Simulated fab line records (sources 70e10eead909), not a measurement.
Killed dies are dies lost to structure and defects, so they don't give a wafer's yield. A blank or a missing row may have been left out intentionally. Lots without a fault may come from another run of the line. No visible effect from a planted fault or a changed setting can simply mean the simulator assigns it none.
The tool behind it: which one? -- flow nand-harc -- 17 wafers from 6 lots sampled at 5 of the route's 1159 steps

WHAT THE GAUGES READ, wafer by wafer
NHARC_END_SORT_01.
lot,measured,on,killed-at-array
L594,day 20 21:56,prober-02,670 667

EACH LOT AND THE TOOL THAT RAN IT (in order: tool; ch and the chambers of the sampled wafers; start)
lot,NHARC_A_SLIT_ETCH_17,NHARC_A_WL_FILL_ETCHBACK_16,NHARC_A_WL_FILL_ALD_19,NHARC_A_WL_FILL_CVD_20
L589,"har-etch-02 ch 0,1, day 15 01:32","rie-diel-02 ch 0,1,3, day 16 02:43","ald-metal-04 ch 0,1,2, day 16 08:22","cvd-w-02 ch 0,1, no start"
L591,"har-etch-02 ch 0, day 15 08:55","rie-diel-10 ch 0,2, day 16 11:38","ald-metal-04 ch 0,1,2, day 16 17:17","cvd-w-01 ch 1, no start"
L594,"har-etch-02 ch 0,1, day 16 04:32","rie-diel-02 ch 1,2, day 17 07:41","ald-metal-04 ch 2,3, day 17 13:07","cvd-w-02 ch 0,1, day 20 21:56 or earlier"
L601,"har-etch-01 ch 0,1, day 17 22:14","rie-diel-10 ch 0,2, day 19 02:37","ald-metal-01 ch 0,1,3, day 19 07:16","cvd-w-01 ch 0,1, no start"
L605,"har-etch-01 ch 0,1, day 19 03:16","rie-diel-09 ch 0,1,2, day 20 04:18","ald-metal-02 ch 0,2,3, day 20 10:05","cvd-w-02 ch 0,1, no start"
L609,"har-etch-01 ch 0,1, day 20 00:28","rie-diel-09 ch 1,2,3, day 21 04:28","ald-metal-02 ch 0,1,3, day 21 10:21","cvd-w-02 ch 0,1, no start"
- NHARC_A_SLIT_ETCH_17: etches the open film in C4F8/O2/Ar, time 1687.5 s, target depth 10100 nm.
- NHARC_A_WL_FILL_ETCHBACK_16: etches the open film in C4F8/O2/Ar, target depth 88 nm, time 17.6 s.
- NHARC_A_WL_FILL_ALD_19: deposits TiN, target thk 2 nm, pulse time 3 s, ald cycles 100.
- NHARC_A_WL_FILL_CVD_20: deposits W, target thk 75 nm, time 5064 s.

THE ANSWER, worked out from the rows above alone
Rule: the usual values come from the lots themselves. Put in order of their means at a reading, lots are off if they are a third of the lots or fewer, leave a main group of 4 or more, and stand apart from it by a gap of 3 or more times the standard deviation of the main group's means; of several such gaps the widest counts. The tables above print the reading to a certain number of digits; a main group whose means all agree to those digits is not used. Also off: a lot with no number at a reading for which 4 or more lots have one. The other lots that the step has rows for count as sound.
Nothing can be told from this: no lot is off at any reading shown.

WHAT THE SIMULATOR HAD INSERTED
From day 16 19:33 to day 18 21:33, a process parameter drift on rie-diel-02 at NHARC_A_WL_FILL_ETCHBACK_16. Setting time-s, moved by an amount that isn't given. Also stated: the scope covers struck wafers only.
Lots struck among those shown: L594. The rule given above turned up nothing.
